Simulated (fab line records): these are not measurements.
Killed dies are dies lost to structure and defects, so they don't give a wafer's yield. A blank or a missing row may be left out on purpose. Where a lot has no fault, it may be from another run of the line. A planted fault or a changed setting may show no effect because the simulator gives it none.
Chamber matching | flow nand harc | NHARC_P_BONDPAD_CMP_32 on cmp-01 has 4 sister chambers
The step polishes SiCN, target thk 200 nm. 7 wafers are shown with their chamber, then 7 later ones without.

## WAFERS WITH THEIR CHAMBER
wafer  | chamber | motor current A (A)
L552.3 | 3       | 12.7
L553.5 | 2       | 11.4
L556.5 | 1       | 10.9
L558.3 | 2       | 11.4
L558.5 | 0       | 11.3
L559.2 | 0       | 11.7
L559.5 | 1       | 10.4

## WAFERS WITH NO CHAMBER GIVEN
wafer  | motor current A (A)
L559.6 | 11.0
L561.3 | 12.6
L561.4 | 11.1
L561.5 | 11.9
L570.1 | 12.6
L570.3 | 10.7
L570.5 | 12.1

## THE CHAMBER EACH PASSED THROUGH
wafer  | from the rows above          | in truth
L559.6 | can't be placed: 1 or 2 or 0 | 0
L561.3 | 3                            | 3
L561.4 | can't be placed: 2 or 0 or 1 | 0
L561.5 | can't be placed: 0 or 2 or 3 | 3
L570.1 | 3                            | 3
L570.3 | 1                            | 1
L570.5 | can't be placed: 0 or 3 or 2 | 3
Placed correctly: 3 of 7. From these rows, 4 cannot be placed; in 4 the true chamber is one of the candidates. Wrongly placed: 0.
How it was worked out, from the rows above alone: a wafer's distance from a chamber is the root of the sum, over the readings, of the square of ((its reading less the chamber's mean) divided by the reading's scatter). If the next closest chamber is less than 2 further off than the closest, the wafer can't be placed; otherwise it belongs to the closest. The mean given for a chamber averages the wafers shown for that chamber. The scatter is the square root of a quotient: the sum, over the shown wafers, of each reading's squared deviation from its chamber's mean, divided by wafers minus chambers.
